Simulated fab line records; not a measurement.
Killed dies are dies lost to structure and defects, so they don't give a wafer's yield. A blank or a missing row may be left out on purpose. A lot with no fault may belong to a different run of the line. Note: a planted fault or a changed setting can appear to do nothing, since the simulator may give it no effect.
Chamber matching | flow n5 finfet | rie diel-05 running N5_GATE_CUT_STRIP_59: 4 sister chambers
The step strips in N2/H2, time 20 s. 22 wafers are shown with their chamber, then 11 later ones without.

== WAFERS PAIRED WITH THEIR CHAMBERS ==
wafer  | chamber | showerhead plenum p Torr (Torr) | drypump motor current A (A) | oes product au (a.u.)
L074.2 | 1       | 3.27                            | 5.6                         | 0.80
L074.3 | 2       | 3.33                            | 6.5                         | 0.98
L074.6 | 2       | 3.33                            | 6.5                         | 0.98
L076.1 | 2       | 3.32                            | 6.5                         | 0.97
L076.4 | 1       | 3.27                            | 5.6                         | 0.80
L076.6 | 2       | 3.32                            | 6.5                         | 0.97
L077.2 | 1       | 3.26                            | 5.6                         | 0.80
L077.5 | 2       | 3.32                            | 6.5                         | 0.97
L077.6 | 3       | 3.28                            | 6.3                         | 0.82
L081.1 | 3       | 3.28                            | 6.4                         | 0.80
L081.3 | 1       | 3.26                            | 5.6                         | 0.79
L081.5 | 2       | 3.32                            | 6.5                         | 0.94
L082.2 | 0       | 3.49                            | 5.4                         | 0.72
L082.4 | 3       | 3.28                            | 6.4                         | 0.82
L082.6 | 2       | 3.32                            | 6.5                         | 0.94
L083.1 | 3       | 3.27                            | 6.4                         | 0.82
L083.5 | 0       | 3.49                            | 5.4                         | 0.72
L083.6 | 3       | 3.27                            | 6.4                         | 0.82
L084.3 | 2       | 3.32                            | 6.5                         | 0.93
L084.4 | 1       | 3.26                            | 5.6                         | 0.78
L084.5 | 0       | 3.49                            | 5.5                         | 0.72
L089.1 | 3       | 3.27                            | 6.3                         | 0.79

SIGNATURES, as means of the wafers listed above
reading                  | chamber 0 | chamber 1 | chamber 2 | chamber 3 | scatter within a chamber
showerhead plenum p Torr | 3.4900    | 3.2640    | 3.3225    | 3.2750    | 0.00483
drypump motor current A  | 5.433     | 5.600     | 6.500     | 6.367     | 0.0333
oes product au           | 0.7200    | 0.7940    | 0.9600    | 0.8117    | 0.0149
Rule: a wafer's distance from a chamber is the root of the sum, over the readings, of the square of ((its reading less the chamber's mean) divided by the reading's scatter). If the next closest chamber is less than 2 further off than the closest, the wafer can't be placed; otherwise it belongs to the closest. The scatter: the root of (the sum of the squares of (reading less its chamber's mean) over the shown wafers, divided by (wafers less chambers)).

== WAFERS WITH NO CHAMBER GIVEN ==
wafer  | showerhead plenum p Torr (Torr) | drypump motor current A (A) | oes product au (a.u.)
L089.2 | 3.25                            | 5.6                         | 0.77
L089.4 | 3.31                            | 6.5                         | 0.92
L092.2 | 3.25                            | 5.6                         | 0.76
L092.4 | 3.27                            | 6.4                         | 0.80
L092.6 | 3.31                            | 6.5                         | 0.90
L093.2 | 3.25                            | 5.6                         | 0.76
L093.5 | 3.48                            | 5.5                         | 0.70
L093.6 | 3.25                            | 5.6                         | 0.76
L097.1 | 3.48                            | 5.5                         | 0.71
L097.2 | 3.25                            | 5.6                         | 0.76
L097.6 | 3.25                            | 5.6                         | 0.76

== WHICH CHAMBER EACH ONE RAN IN ==
wafer  | from the rows above | in truth
L089.2 | 1                   | 1
L089.4 | 2                   | 2
L092.2 | 1                   | 1
L092.4 | 3                   | 3
L092.6 | 2                   | 2
L093.2 | 1                   | 1
L093.5 | 0                   | 0
L093.6 | 1                   | 1
L097.1 | 0                   | 0
L097.2 | 1                   | 1
L097.6 | 1                   | 1
Correct placement for 11 of the 11. Left unplaced by these rows: 0. Number placed wrongly: 0.
